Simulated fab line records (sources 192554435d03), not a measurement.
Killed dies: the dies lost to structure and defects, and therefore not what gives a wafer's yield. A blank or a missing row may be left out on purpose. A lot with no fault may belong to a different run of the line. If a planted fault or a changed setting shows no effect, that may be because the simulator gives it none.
fab line records | flow n5Finfet
record: lots: 24 wafers: 72 lastDay: 18
route steps=1938 shown HKMG_FIN@399 GATE_CUT@473 MOL_CONTACT_COAG@527
lots that met no fault: taken from a fault-free run of the same line
startH: the number of hours between the record's first day and the start of the first shown wafer of the lot | waitH: hours elapsed since this lot's preceding step | " same as the row above | L1.1+2: a row that stands for several wafers | - no value, or no start was given | * or withheld: withheld | < > ~ a bound
route shown NAME@n: a module of which the file shows steps, and the number in the route of the first | usual: average and standard deviation across the fault-free wafers | same: alike in all rows | chamber/n: place in a boat | sites: each site's reading | _std_site: how widely they spread, as a standard deviation | _edge_site: mean of outer sites minus mean of inner sites | radiusMm: how far each site lies from the wafer's centre | mask NAME#n: copy n | behind: tool/chamber where the wafer was last shaped | hold: the reason the lot was held/the length of the hold in hours/how it ended | device: names the non-switching transistor (n, p or np) | end of line: at the end of the route, the tests of the same wafers | step lacking rows: just its recipe | killed: dies lost to structure and defects at the first sort, not the wafer's yield | map: a wafer's dies, marking killed ones x, the rest . and places with no die _
set.NAME: the run value of the setting; set.NAME@STEP: its run value at that earlier step | model.NAME: the simulator's own value behind a step, which no gauge read
the route's steps for a sample of lots (tables are steps, rows are wafers)
services: a tool's chamber out of use, with start hour (startH, from the record's first day; less than 0 if before it), hours out, and reason
== steps ==
step: N5_HKMG_FIN_OVL_MEAS_50
recipe: pointsPerWafer: 44
usual: NDIPOLE_OVL: 0.2/0.79
columns lot.wafer tool chamber startH waitH NDIPOLE_OVL[nm]
L074.3 overlay-02 0 75.83 0.0 -0.6
L074.5 " 0 " " -0.1
L074.6 " 0 " " 0.0
L075.2 overlay-02 0 77.55 0.0 -0.2
L075.5 " 0 " " 0.5
L075.6 " 0 " " 0.0
L076.1 overlay-02 0 88.50 0.0 -0.6
L076.4 " 0 " " -0.3
L076.6 " 0 " " -0.5
L077.2 overlay-02 0 95.94 0.0 1.6
L077.3 " 0 " " 0.5
L077.4 " 0 " " 1.1
L078.3 overlay-02 0 99.55 0.0 0.4
L078.4 " 0 " " 1.1
L078.6 " 0 " " 0.6
L079.1 overlay-01 0 103.27 0.0 1.0
L079.4 " 0 " " 0.2
L079.6 " 0 " " 1.1
L080.1 overlay-02 0 106.84 0.0 -0.6
L080.2 " 0 " " -0.1
L080.3 " 0 " " -1.6
L081.2 overlay-02 0 117.15 0.0 1.0
L081.4 " 0 " " -0.2
L081.6 " 0 " " -0.4
L082.2 overlay-02 0 122.75 0.0 0.5
L082.3 " 0 " " 1.0
L082.6 " 0 " " -0.3
L083.1 overlay-02 0 129.90 0.0 -0.5
L083.3 " 0 " " -0.2
L083.6 " 0 " " 0.0
L084.1 overlay-02 0 132.59 0.0 -0.5
L084.2 " 0 " " 0.2
L084.5 " 0 " " -0.1
L085.4 overlay-01 0 145.83 0.0 -0.5
L085.5 " 0 " " 0.6
L085.6 " 0 " " 0.0
L086.2 overlay-01 0 149.98 0.0 1.8
L086.4 " 0 " " 1.0
L086.6 " 0 " " 1.5
L087.1 overlay-02 0 154.62 0.0 -0.7
L087.2 " 0 " " -1.8
L087.3 " 0 " " -0.9
L088.1 overlay-01 0 157.69 0.0 1.3
L088.2 " 0 " " 0.0
L088.3 " 0 " " 0.7
L089.1 overlay-01 0 161.32 0.0 1.0
L089.3 " 0 " " -0.7
L089.4 " 0 " " 0.7
L090.2 overlay-02 0 166.52 0.0 -0.3
L090.3 " 0 " " 0.4
L090.5 " 0 " " 0.7
L091.3 overlay-02 0 172.48 0.0 -0.2
L091.4 " 0 " " -0.4
L091.6 " 0 " " -0.3
L092.2 overlay-02 0 184.99 0.0 0.2
L092.4 " 0 " " 0.2
L092.6 " 0 " " -0.4
L093.1 overlay-01 0 187.73 0.0 -0.1
L093.4 " 0 " " 0.5
L093.6 " 0 " " -0.3
L094.1 overlay-02 0 193.19 0.0 1.0
L094.2 " 0 " " -1.0
L094.3 " 0 " " -0.5
L095.3 overlay-01 0 204.27 0.0 0.0
L095.5 " 0 " " 0.0
L095.6 " 0 " " 0.8
L096.2 overlay-01 0 209.57 0.0 0.6
L096.3 " 0 " " 0.0
L096.5 " 0 " " 1.1
L097.2 overlay-02 0 210.41 0.0 -0.6
L097.4 " 0 " " -1.2
L097.5 " 0 " " -0.2
step: N5_HKMG_FIN_ALD_79
recipe: material: TiN targetThkA: 15 tempC: 400 aldPrecursorFamily: TiCl4 aldCoReactant: NH3 pulseTimeS: 1 purgeTimeS: 3 coReactantPurgeTimeS: 2 coReactantPulseTimeS: 2 aldCycles: 68 pressureTorr: 3
usual: heaterPowerW: 866/71 precursorPulseHeightRel: 0.998/0.021
same: purgeTimeS: 3
columns lot.wafer tool chamber startH waitH heaterPowerW precursorPulseHeightRel
L074.3 aldMetal-02 2 77.26 0.0 932 1.000
L074.5 " 1 " " 775 0.995
L074.6 " 0 " " 827 1.003
L075.2 aldMetal-02 1 78.97 0.0 776 0.954
L075.5 " 2 " " 956 1.013
L075.6 " 1 " " 771 0.992
L076.1 aldMetal-04 2 89.92 0.0 827 1.013
L076.4 " 0 " " 807 0.971
L076.6 " 3 " " 838 0.977
L077.2 aldMetal-01 2 97.46 0.0 1034 1.020
L077.3 " 0 " " 953 1.010
L077.4 " 1 " " 880 1.028
L078.3 aldMetal-01 2 101.03 0.0 1022 0.967
L078.4 " 2 " " 1028 0.986
L078.6 " 3 " " 937 0.982
L079.1 aldMetal-01 0 104.73 0.0 975 1.037
L079.4 " 3 " " 941 0.984
L079.6 " 0 " " 937 0.997
L080.1 aldMetal-02 0 108.31 0.0 854 0.978
L080.2 " 3 " " 900 1.001
L080.3 " 2 " " 933 1.017
L081.2 aldMetal-04 3 118.58 0.0 803 0.991
L081.4 " 0 " " 809 0.991
L081.6 " 2 " " 830 0.973
L082.2 aldMetal-02 1 124.56 0.0 783 0.982
L082.3 " 2 " " 968 0.989
L082.6 " 1 " " 775 1.047
L083.1 aldMetal-04 3 131.33 0.0 827 0.999
L083.3 " 1 " " 810 0.978
L083.6 " 3 " " 831 0.996
L084.1 aldMetal-04 3 134.02 0.0 806 1.014
L084.2 " 1 " " 804 1.002
L084.5 " 1 " " 788 1.021
L085.4 aldMetal-04 2 147.33 0.0 847 0.970
L085.5 " 3 " " 803 0.976
L085.6 " 2 " " 850 1.009
L086.2 aldMetal-02 1 152.03 0.0 800 1.014
L086.4 " 1 " " 771 0.953
L086.6 " 2 " " 966 0.976
L087.1 aldMetal-02 3 156.05 0.0 899 0.995
L087.2 " 2 " " 942 0.951
L087.3 " 1 " " 773 0.979
L088.1 aldMetal-04 1 159.14 0.0 801 0.998
L088.2 " 3 " " 825 1.004
L088.3 " 0 " " 817 0.992
L089.1 aldMetal-04 3 162.94 0.0 809 0.975
L089.3 " 0 " " 832 0.999
L089.4 " 2 " " 857 1.005
L090.2 aldMetal-04 1 168.33 0.0 783 1.000
L090.3 " 3 " " 810 0.979
L090.5 " 2 " " 854 1.029
L091.3 aldMetal-02 0 173.91 0.0 839 1.006
L091.4 " 2 " " 931 0.973
L091.6 " 2 " " 946 1.000
L092.2 aldMetal-02 2 186.72 0.0 968 0.974
L092.4 " 0 " " 837 1.006
L092.6 " 1 " " 764 1.005
L093.1 aldMetal-02 1 189.24 0.0 787 1.018
L093.4 " 2 " " 968 0.983
L093.6 " 2 " " 949 0.984
L094.1 aldMetal-01 1 194.79 0.1 857 1.016
L094.2 " 3 " " 924 1.034
L094.3 " 2 " " 1020 1.006
L095.3 aldMetal-04 2 205.71 0.0 833 0.997
L095.5 " 3 " " 814 1.041
L095.6 " 0 " " 792 1.064
L096.2 aldMetal-01 2 210.99 0.0 1009 1.000
L096.3 " 0 " " 947 0.988
L096.5 " 3 " " 922 1.011
L097.2 aldMetal-01 1 211.85 0.0 898 0.968
L097.4 " 0 " " 957 0.991
L097.5 " 3 " " 913 1.015
step: N5_GATE_CUT_SAC_CAP_01
recipe: material: SiNx targetThkA: 240 tempC: 400 aldPrecursorFamily: SiH2I2 aldCoReactant: N2/H2-plasma pulseTimeS: 1 aldCycles: 480 purgeTimeS: 2 coReactantPurgeTimeS: 2 pressureTorr: 2
usual: heaterPowerW: 842/81 precursorPulseHeightRel: 1.000/0.021
same: purgeTimeS: 2
columns lot.wafer tool chamber startH waitH heaterPowerW precursorPulseHeightRel
L074.3 aldSin-02 1 84.36 0.0 858 0.971
L074.5 " 3 85.44 1.1 759 1.034
L074.6 " 2 " " 799 0.985
L075.2 aldSin-02 1 89.64 3.8 886 0.971
L075.5 " 2 90.73 4.9 774 0.972
L075.6 " 3 " " 758 1.009
L076.1 aldSin-02 2 97.59 0.6 766 1.021
L076.4 " 1 " " 904 1.015
L076.6 " 2 98.68 1.7 797 1.017
L077.2 aldSin-01 1 104.72 0.0 900 0.987
L077.3 " 2 " " 972 1.003
L077.4 " 0 " " 1007 1.002
L078.3 aldSin-04 2 108.07 0.0 772 0.979
L078.4 " 1 109.16 1.1 789 0.978
L078.6 " 2 " " 748 0.980
L079.1 aldSin-01 0 111.92 0.0 1025 0.970
L079.4 " 2 " " 988 1.019
L079.6 " 2 113.00 1.1 957 0.983
L080.1 aldSin-02 3 115.76 0.0 758 0.993
L080.2 " 1 " " 865 1.026
L080.3 " 0 " " 850 1.015
L081.2 aldSin-04 0 126.04 0.3 828 0.987
L081.4 " 3 " " 905 0.984
L081.6 " 1 127.12 1.4 822 0.996
L082.2 aldSin-04 1 131.60 0.0 814 1.033
L082.3 " 3 " " 906 0.985
L082.6 " 2 132.68 1.1 779 1.019
L083.1 aldSin-04 3 138.51 0.0 899 1.020
L083.3 " 0 " " 821 1.037
L083.6 " 0 139.59 1.1 828 1.015
L084.1 aldSin-01 0 141.53 0.0 1021 1.019
L084.2 " 2 " " 942 0.977
L084.5 " 2 142.61 1.1 947 1.031
L085.4 aldSin-01 1 155.43 0.0 900 1.001
L085.5 " 0 156.51 1.1 1021 0.976
L085.6 " 1 " " 893 1.027
L086.2 aldSin-02 3 159.30 0.0 768 1.015
L086.4 " 1 " " 887 0.999
L086.6 " 3 160.39 1.1 761 0.996
L087.1 aldSin-02 2 163.71 0.0 792 0.977
L087.2 " 1 " " 872 0.981
L087.3 " 0 " " 845 1.007
L088.1 aldSin-04 0 167.30 0.0 828 1.016
L088.2 " 3 " " 888 1.016
L088.3 " 2 " " 766 0.978
L089.1 aldSin-02 3 170.36 0.4 782 0.987
L089.3 " 0 " " 846 1.018
L089.4 " 1 " " 874 1.010
L090.2 aldSin-02 3 175.97 0.0 770 1.003
L090.3 " 1 " " 882 1.006
L090.5 " 3 177.06 1.1 756 1.023
L091.3 aldSin-01 2 182.21 1.3 958 1.025
L091.4 " 0 " " 990 1.014
L091.6 " 2 183.30 2.4 961 1.003
L092.2 aldSin-02 3 194.11 0.0 752 1.011
L092.4 " 1 " " 888 1.004
L092.6 " 3 195.20 1.1 737 1.038
L093.1 aldSin-02 3 196.98 0.2 760 0.988
L093.4 " 1 " " 891 0.986
L093.6 " 2 198.07 1.3 787 1.020
L094.1 aldSin-01 1 203.25 1.1 885 1.025
L094.2 " 2 " " 967 1.016
L094.3 " 3 " " 739 1.018
L095.3 aldSin-04 0 213.56 0.6 828 1.024
L095.5 " 0 214.65 1.7 808 1.005
L095.6 " 3 " " 896 0.984
L096.2 aldSin-01 1 218.30 0.0 882 0.984
L096.3 " 3 " " 741 0.972
L096.5 " 3 219.39 1.1 741 1.008
L097.2 aldSin-04 1 219.30 0.4 779 0.939
L097.4 " 2 " " 786 0.970
L097.5 " 0 220.39 1.5 810 1.018
step: N5_GATE_CUT_HM_OPEN_40
recipe: chemistry: C4F6/O2 target: SiO2 maskMaterial: SiARC targetDepthA: 1390 timeS: 85.1 ionEnergyEv: 250 pressureMtorr: 30 sourceW: 345 biasW: 185 Ar_flow_sccm: 300 C4F6_flow_sccm: 10 O2_flow_sccm: 10 ends: cleared
usual: C4F6_flow_sccm: 10.00/0.032 drypumpMotorCurrentA: 6.0/0.46 etchRfOnTimeS: 94.8/2.4 oesProductAu: 0.67/0.048 rfFwdPowerW: 341.9/1.2 rfVppV: 669/22 showerheadPlenumPTorr: 2.85/0.1 throttleValvePct: 21.10/0.24
columns lot.wafer tool chamber startH waitH C4F6_flow_sccm drypumpMotorCurrentA etchRfOnTimeS oesProductAu rfFwdPowerW rfHoursCounterH rfVppV showerheadPlenumPTorr throttleValvePct
L074.3 rieDiel-01 0 87.85 0.0 10.01 5.5 95.2 0.65 344.3 196 649 2.84 21.22
L074.5 " 1 " " 10.07 5.5 93.8 0.64 341.8 - 657 2.94 21.34
L074.6 " 2 " " 10.03 5.4 95.9 0.66 342.4 - 676 2.96 21.02
L075.2 rieDiel-03 0 92.89 0.0 9.99 5.7 96.9 0.70 343.2 126 679 2.97 21.25
L075.5 " 1 " " 9.98 6.7 96.7 0.64 343.2 - 655 2.73 21.28
L075.6 " 0 " " 9.99 5.7 97.7 0.70 341.4 - 681 2.97 21.24
L076.1 rieDiel-03 0 100.89 0.0 10.01 5.7 95.9 0.70 342.6 129 680 2.97 21.26
L076.4 " 1 " " 10.04 6.8 96.3 0.64 340.5 177 654 2.73 21.29
L076.6 " 1 " " 10.05 6.8 97.8 0.64 341.7 - 656 2.73 21.29
L077.2 rieDiel-01 0 107.95 0.0 9.96 5.5 92.4 0.64 339.5 199 648 2.84 21.24
L077.3 " 1 " " 10.00 5.5 92.1 0.64 342.4 230 657 2.93 21.37
L077.4 " 2 " " 10.00 5.4 94.2 0.67 341.9 163 676 2.96 21.03
L078.3 rieDiel-03 2 111.29 0.0 9.99 6.2 97.8 0.63 343.3 179 712 2.94 21.02
L078.4 " 0 " " 9.95 5.8 94.1 0.70 340.3 132 680 2.96 21.25
L078.6 " 1 " " 9.98 6.8 96.0 0.63 341.1 - 657 2.73 21.29
L079.1 rieDiel-03 2 115.14 0.0 10.04 6.2 96.0 0.63 341.8 180 713 2.94 21.03
L079.4 " 3 " " 10.02 5.8 93.8 0.73 341.7 89 657 2.79 20.74
L079.6 " 1 " " 10.00 6.8 95.4 0.64 341.7 - 655 2.73 21.28
L080.1 rieDiel-03 3 119.13 0.0 10.01 5.8 90.8 0.73 341.2 91 658 2.79 20.74
L080.2 " 2 " " 9.99 6.2 96.3 0.64 343.6 182 715 2.94 21.02
L080.3 " 0 " " 10.04 5.8 92.6 0.69 341.9 135 680 2.96 21.27
L081.2 rieDiel-01 3 129.36 0.0 9.97 5.4 94.9 0.70 340.7 123 659 2.86 21.25
L081.4 " 3 " " 9.92 5.4 93.8 0.70 341.1 - 657 2.86 21.26
L081.6 " 1 " " 10.01 5.5 96.0 0.63 340.8 - 656 2.93 21.37
L082.2 rieDiel-03 3 134.82 0.0 10.05 5.8 91.8 0.73 343.4 94 658 2.79 20.73
L082.3 " 1 " " 10.03 6.8 91.6 0.63 341.1 188 655 2.73 21.31
L082.6 " 0 " " 10.00 5.7 92.0 0.69 343.1 - 680 2.96 21.26
L083.1 rieDiel-01 1 142.29 0.0 10.02 5.5 92.3 0.64 342.0 240 657 2.93 21.39
L083.3 " 0 " " 10.03 5.5 95.9 0.63 342.5 209 649 2.84 21.24
L083.6 " 2 " " 10.02 5.4 96.6 0.66 341.3 - 676 2.96 21.04
L084.1 rieDiel-03 3 144.75 0.0 9.94 5.8 91.0 0.72 341.8 98 656 2.79 20.74
L084.2 " 0 " " 10.00 5.7 93.7 0.68 344.0 143 680 2.96 21.28
L084.5 " 0 " " 10.03 5.8 95.9 0.69 344.5 - 682 2.96 21.27
L085.4 rieDiel-03 3 158.68 0.0 10.01 5.8 95.6 0.71 341.7 - 655 2.79 20.74
L085.5 " 0 " " 10.02 5.8 97.9 0.68 343.7 - 680 2.96 21.26
L085.6 " 2 " " 9.98 6.2 97.9 0.63 342.2 - 713 2.93 21.05
L086.2 rieDiel-03 0 162.57 0.0 10.01 5.7 92.6 0.68 340.3 148 681 2.96 21.27
L086.4 " 3 " " 10.04 5.8 93.1 0.71 341.9 - 657 2.79 20.74
L086.6 " 0 " " 9.98 5.8 92.5 0.68 341.6 - 680 2.96 21.29
L087.1 rieDiel-03 3 166.93 0.0 9.96 5.8 94.6 0.71 343.2 105 657 2.79 20.75
L087.2 " 0 " " 10.00 5.8 96.2 0.68 340.0 150 680 2.96 21.28
L087.3 " 2 " " 9.97 6.2 98.5 0.62 340.7 194 714 2.93 21.06
L088.1 rieDiel-06 1 170.55 0.0 10.00 6.5 92.6 0.80 342.7 32 672 3.03 20.91
L088.2 " 2 " " 10.00 5.6 93.3 0.64 342.0 242 670 2.82 21.56
L088.3 " 0 " " 9.95 6.5 89.5 0.69 339.1 181 639 2.73 20.66
L089.1 rieDiel-03 0 173.92 0.0 9.98 5.8 97.9 0.68 343.4 153 680 2.95 21.28
L089.3 " 2 " " 10.00 6.2 98.1 0.62 341.2 197 714 2.93 21.05
L089.4 " 1 " " 10.00 6.8 98.7 0.62 337.8 194 656 2.72 21.30
L090.2 rieDiel-03 1 179.20 0.0 10.01 6.8 96.6 0.62 342.8 196 656 2.72 21.30
L090.3 " 0 " " 10.03 5.8 97.8 0.68 341.7 155 678 2.95 21.29
L090.5 " 1 " " 9.97 6.9 96.5 0.62 340.7 - 656 2.72 21.33
L091.3 rieDiel-06 3 185.56 0.0 10.06 5.9 93.7 0.70 342.7 127 633 2.65 20.71
L091.4 " 0 " " 10.04 6.5 93.8 0.68 341.4 185 639 2.73 20.68
L091.6 " 3 " " 10.04 5.9 93.4 0.71 342.2 - 632 2.65 20.71
L092.2 rieDiel-06 1 197.34 0.0 10.02 6.5 95.7 0.79 343.5 39 673 3.02 20.93
L092.4 " 3 " " 9.99 5.9 93.9 0.69 344.0 131 633 2.65 20.71
L092.6 " 0 " " 9.99 6.5 93.7 0.67 340.5 - 640 2.72 20.67
L093.1 rieDiel-03 0 200.70 0.0 10.02 5.8 95.5 0.67 341.1 162 679 2.95 21.30
L093.4 " 1 " " 10.02 6.8 95.9 0.62 342.6 204 656 2.72 21.31
L093.6 " 2 " " 9.99 6.2 97.5 0.61 340.9 - 714 2.93 21.06
L094.1 rieDiel-03 0 206.86 0.0 10.00 5.8 92.3 0.67 341.4 164 680 2.95 21.30
L094.2 " 1 " " 10.00 6.8 95.7 0.62 340.0 206 657 2.72 21.31
L094.3 " 2 " " 10.00 6.2 93.5 0.61 341.7 210 713 2.93 21.07
L095.3 rieDiel-01 1 216.94 0.0 10.02 5.5 97.9 0.84 340.7 9 657 2.92 21.03
L095.5 " 0 " " 10.05 5.5 101.6 0.62 342.4 - 649 2.83 21.28
L095.6 " 1 " " 9.99 5.5 94.4 0.85 342.6 - 656 2.92 21.03
L096.2 rieDiel-06 0 221.55 0.0 10.04 6.5 88.9 0.68 341.6 197 639 2.72 20.69
L096.3 " 1 " " 9.99 6.5 94.8 0.78 340.7 47 674 3.02 20.95
L096.5 " 1 " " 10.04 6.5 95.7 0.78 342.2 - 672 3.02 20.94
L097.2 rieDiel-03 2 222.55 0.0 9.97 6.2 99.1 0.60 343.1 215 714 2.92 21.08
L097.4 " 0 " " 10.03 5.7 98.3 0.67 342.0 169 681 2.95 21.29
L097.5 " 1 " " 10.04 6.8 99.3 0.62 340.9 - 656 2.72 21.34
step: N5_GATE_CUT_CUT_ETCH_54
recipe: chemistry: Cl2/BCl3 target: TiN maskMaterial: SiO2 targetDepthA: 967 pressureMtorr: 10 icpW: 1000 biasW: 126 Cl2_flow_sccm: 53.25 bcl3FlowSccm: 21.75 Ar_flow_sccm: 25 ends: cleared
usual: drypumpMotorCurrentA: 5.7/0.53 etchRfOnTimeS: 37.2/1.2 mfcCl2Sccm: 53.27/0.17 oesProductAu: 0.61/0.064 rfFwdPowerW: 980/4.4 throttleValvePct: 22.46/0.15
columns lot.wafer tool chamber startH waitH drypumpMotorCurrentA etchRfOnTimeS mfcCl2Sccm oesProductAu rfFwdPowerW rfHoursCounterH throttleValvePct
L074.3 rieMetal-03 1 88.15 0.0 5.2 37.9 53.42 0.65 978 - 22.39
L074.5 " 0 " " 6.4 38.2 52.88 0.59 983 - 22.33
L074.6 " 1 " " 5.1 37.7 53.32 0.64 979 - 22.40
L075.2 rieMetal-01 0 93.18 0.0 6.1 35.4 53.30 0.67 973 59 22.65
L075.5 " 1 " " 5.8 35.9 53.11 0.63 982 - 22.28
L075.6 " 0 " " 6.1 35.6 53.29 0.68 973 - 22.64
L076.1 rieMetal-02 1 101.18 0.0 5.8 37.8 53.46 0.52 981 137 22.40
L076.4 " 1 " " 5.8 38.2 53.46 0.52 982 - 22.40
L076.6 " 1 " " 5.8 37.6 53.34 0.52 978 - 22.40
L077.2 rieMetal-02 0 108.23 0.0 5.1 35.6 52.93 0.58 982 111 22.69
L077.3 " 0 " " 5.1 35.7 53.21 0.58 982 - 22.69
L077.4 " 1 " " 5.8 37.8 53.06 0.52 977 - 22.41
L078.3 rieMetal-03 0 111.60 0.0 6.4 38.2 53.56 0.59 986 - 22.32
L078.4 " 1 " " 5.2 37.9 53.34 0.64 970 - 22.40
L078.6 " 0 " " 6.4 38.0 53.33 0.60 982 - 22.32
L079.1 rieMetal-02 0 115.43 0.0 5.1 35.6 53.38 0.58 985 112 22.70
L079.4 " 1 " " 5.9 38.1 53.42 0.52 979 - 22.40
L079.6 " 0 " " 5.1 35.5 53.35 0.58 985 - 22.69
L080.1 rieMetal-01 0 119.42 0.0 6.1 35.9 53.36 0.66 983 62 22.68
L080.2 " 1 " " 5.8 36.3 53.21 0.63 982 82 22.27
L080.3 " 0 " " 6.1 36.0 53.19 0.66 975 - 22.68
L081.2 rieMetal-01 0 129.66 0.0 6.1 35.8 53.43 0.66 978 63 22.67
L081.4 " 0 " " 6.1 35.9 53.55 0.66 976 - 22.67
L081.6 " 0 " " 6.1 35.9 53.40 0.66 974 - 22.68
L082.2 rieMetal-02 1 135.11 0.0 5.9 37.7 53.17 0.52 983 140 22.39
L082.3 " 1 " " 5.9 37.8 53.32 0.52 983 - 22.42
L082.6 " 0 " " 5.1 35.7 53.08 0.57 983 - 22.69
L083.1 rieMetal-02 1 142.58 0.0 5.8 37.7 52.96 0.52 983 141 22.42
L083.3 " 1 " " 5.9 37.9 53.13 0.52 978 - 22.39
L083.6 " 0 " " 5.1 36.2 53.30 0.57 982 - 22.70
L084.1 rieMetal-03 0 145.04 0.0 6.4 38.3 53.22 0.59 986 93 22.33
L084.2 " 1 " " 5.1 37.3 53.19 0.64 977 65 22.39
L084.5 " 1 " " 5.2 37.4 53.00 0.64 977 - 22.40
L085.4 rieMetal-02 0 159.06 0.1 5.1 36.2 53.54 0.56 985 - 22.71
L085.5 " 0 " " 5.1 36.0 53.31 0.57 987 - 22.72
L085.6 " 0 " " 5.1 35.9 53.27 0.57 985 - 22.71
L086.2 rieMetal-01 1 162.86 0.0 5.8 36.1 53.41 0.62 978 87 22.28
L086.4 " 1 " " 5.8 36.0 53.47 0.62 981 - 22.28
L086.6 " 1 " " 5.8 35.8 53.40 0.62 982 - 22.26
L087.1 rieMetal-02 0 167.22 0.0 5.1 35.5 53.30 0.57 979 118 22.71
L087.2 " 1 " " 5.8 37.9 53.22 0.88 981 1 22.35
L087.3 " 1 " " 5.9 37.9 53.10 0.87 981 - 22.38
L088.1 rieMetal-03 1 170.84 0.0 5.2 38.1 53.23 0.63 975 68 22.42
L088.2 " 0 " " 6.4 38.8 53.52 0.58 985 93 22.33
L088.3 " 1 " " 5.2 38.7 53.06 0.62 975 - 22.42
L089.1 rieMetal-03 0 174.21 0.0 6.4 38.4 53.66 0.59 986 93 22.34
L089.3 " 0 " " 6.4 38.2 53.21 0.59 986 - 22.34
L089.4 " 1 " " 5.2 37.6 53.19 0.63 981 - 22.40
L090.2 rieMetal-03 1 179.48 0.0 5.1 37.7 53.48 0.63 972 69 22.41
L090.3 " 0 " " 6.4 39.0 53.51 0.58 985 - 22.34
L090.5 " 0 " " 6.4 38.6 53.40 0.59 986 - 22.34
L091.3 rieMetal-03 0 185.87 0.0 6.4 39.0 53.21 0.58 981 - 22.35
L091.4 " 1 " " 5.2 37.9 53.29 0.63 978 - 22.42
L091.6 " 1 " " 5.2 38.0 53.11 0.63 975 - 22.40
L092.2 rieMetal-01 0 197.63 0.0 6.1 36.5 53.02 0.64 975 69 22.69
L092.4 " 0 " " 6.1 36.3 53.14 0.65 976 - 22.70
L092.6 " 1 " " 5.8 36.5 53.54 0.61 980 - 22.31
L093.1 rieMetal-03 0 200.99 0.0 6.4 39.1 53.30 0.57 987 95 22.36
L093.4 " 1 " " 5.2 38.1 53.25 0.63 980 - 22.41
L093.6 " 1 " " 5.2 37.9 53.38 0.63 976 - 22.43
L094.1 rieMetal-03 1 207.15 0.0 5.2 36.9 53.24 0.63 975 72 22.40
L094.2 " 0 " " 6.5 39.0 53.15 0.57 987 96 22.35
L094.3 " 0 " " 6.5 38.5 53.06 0.58 983 - 22.35
L095.3 rieMetal-03 1 217.25 0.0 5.1 38.0 53.18 0.62 977 - 22.43
L095.5 " 0 " " 6.4 39.0 53.23 0.58 986 - 22.32
L095.6 " 1 " " 5.2 37.9 53.25 0.62 975 - 22.41
L096.2 rieMetal-03 0 221.83 0.0 6.4 38.3 53.17 0.58 983 98 22.35
L096.3 " 0 " " 6.4 38.4 53.09 0.58 985 - 22.35
L096.5 " 0 " " 6.5 38.5 53.13 0.58 985 - 22.36
L097.2 rieMetal-02 0 222.83 0.0 5.1 35.5 53.49 0.56 986 123 22.70
L097.4 " 0 " " 5.1 35.5 53.44 0.56 985 - 22.73
L097.5 " 1 " " 5.8 37.7 53.32 0.82 978 - 22.38
step: N5_MOL_CONTACT_COAG_OVL_MEAS_09
recipe: pointsPerWafer: 522
usual: CA_OVL: -0.3/0.71
columns lot.wafer tool chamber startH waitH CA_OVL[nm]
L074.3 overlay-02 0 95.50 0.0 -0.1
L074.5 " 0 " " -0.1
L074.6 " 0 " " -1.0
L075.2 overlay-02 0 99.12 0.0 -0.5
L075.5 " 0 " " -0.5
L075.6 " 0 " " -0.3
L076.1 overlay-02 0 104.42 0.0 -0.1
L076.4 " 0 " " -0.2
L076.6 " 0 " " -0.4
L077.2 overlay-02 0 111.48 0.0 1.1
L077.3 " 0 " " 0.9
L077.4 " 0 " " 0.3
L078.3 overlay-01 0 114.83 0.0 0.8
L078.4 " 0 " " 0.8
L078.6 " 0 " " 1.1
L079.1 overlay-02 0 118.73 0.0 0.0
L079.4 " 0 " " -0.5
L079.6 " 0 " " -0.6
L080.1 overlay-02 0 122.92 0.0 -0.7
L080.2 " 0 " " 0.2
L080.3 " 0 " " 0.2
L081.2 overlay-02 0 132.97 0.0 -0.2
L081.4 " 0 " " -0.1
L081.6 " 0 " " -0.3
L082.2 overlay-02 0 138.36 0.0 -0.2
L082.3 " 0 " " -0.7
L082.6 " 0 " " -0.3
L083.1 overlay-01 0 146.42 0.0 0.5
L083.3 " 0 " " 0.1
L083.6 " 0 " " 0.5
L084.1 overlay-01 0 148.42 0.0 -1.5
L084.2 " 0 " " -2.5
L084.5 " 0 " " -2.2
L085.4 overlay-01 0 162.57 0.0 -0.3
L085.5 " 0 " " 0.2
L085.6 " 0 " " -0.2
L086.2 overlay-01 0 166.10 0.0 -0.1
L086.4 " 0 " " 0.1
L086.6 " 0 " " 0.2
L087.1 overlay-01 0 170.58 0.0 1.6
L087.2 " 0 " " 0.6
L087.3 " 0 " " -0.3
L088.1 overlay-01 0 174.08 0.0 0.5
L088.2 " 0 " " -0.7
L088.3 " 0 " " -0.6
L089.1 overlay-01 0 177.57 0.0 -1.2
L089.3 " 0 " " -0.5
L089.4 " 0 " " -0.6
L090.2 overlay-02 0 182.81 0.0 -0.7
L090.3 " 0 " " -0.1
L090.5 " 0 " " -0.1
L091.3 overlay-02 0 189.76 0.0 -0.2
L091.4 " 0 " " 0.1
L091.6 " 0 " " 0.3
L092.2 overlay-02 0 201.00 0.0 -1.3
L092.4 " 0 " " -0.8
L092.6 " 0 " " -1.6
L093.1 overlay-02 0 204.23 0.0 -0.4
L093.4 " 0 " " -0.8
L093.6 " 0 " " -1.3
L094.1 overlay-01 0 210.52 0.0 0.7
L094.2 " 0 " " 0.3
L094.3 " 0 " " 0.5
L095.3 overlay-02 0 220.64 0.0 -0.5
L095.5 " 0 " " -1.2
L095.6 " 0 " " -0.8
L096.2 overlay-01 0 225.22 0.0 -0.6
L096.3 " 0 " " -0.1
L096.5 " 0 " " -0.8
L097.2 overlay-02 0 226.08 0.0 0.4
L097.4 " 0 " " -0.7
L097.5 " 0 " " 0.1
== services ==
columns tool chamber startH hours kind
aldMetal-01 3 66.14 23.5 repair
aldSin-02 - 75.70 0.6 repair
aldSin-04 - 79.54 14.6 pm
aldSin-01 - 85.29 14.0 pm
aldMetal-02 - 90.28 6.0 pm
rieDiel-01 0 90.51 8.2 repair
aldSin-04 - 95.57 0.2 repair
aldMetal-01 0 97.94 5.1 repair
aldSin-04 3 103.49 7.6 repair
aldSin-02 0 109.50 4.8 repair
aldMetal-02 - 118.81 1.0 repair
rieMetal-03 - 119.07 4.3 pm
aldMetal-01 - 131.39 28.1 pm
rieMetal-03 1 138.77 2.9 repair
rieDiel-03 2 140.26 5.8 repair
aldMetal-02 0 147.49 20.1 repair
rieMetal-03 0 149.76 17.6 repair
aldSin-04 - 176.75 14.0 pm
aldSin-04 1 192.98 15.2 repair
aldSin-04 - 202.80 6.1 pm
aldSin-02 3 203.22 5.7 repair
aldMetal-01 - 203.65 0.5 repair
aldMetal-04 - 204.95 0.5 repair
rieMetal-03 - 211.12 0.2 repair
== key ==
fault none
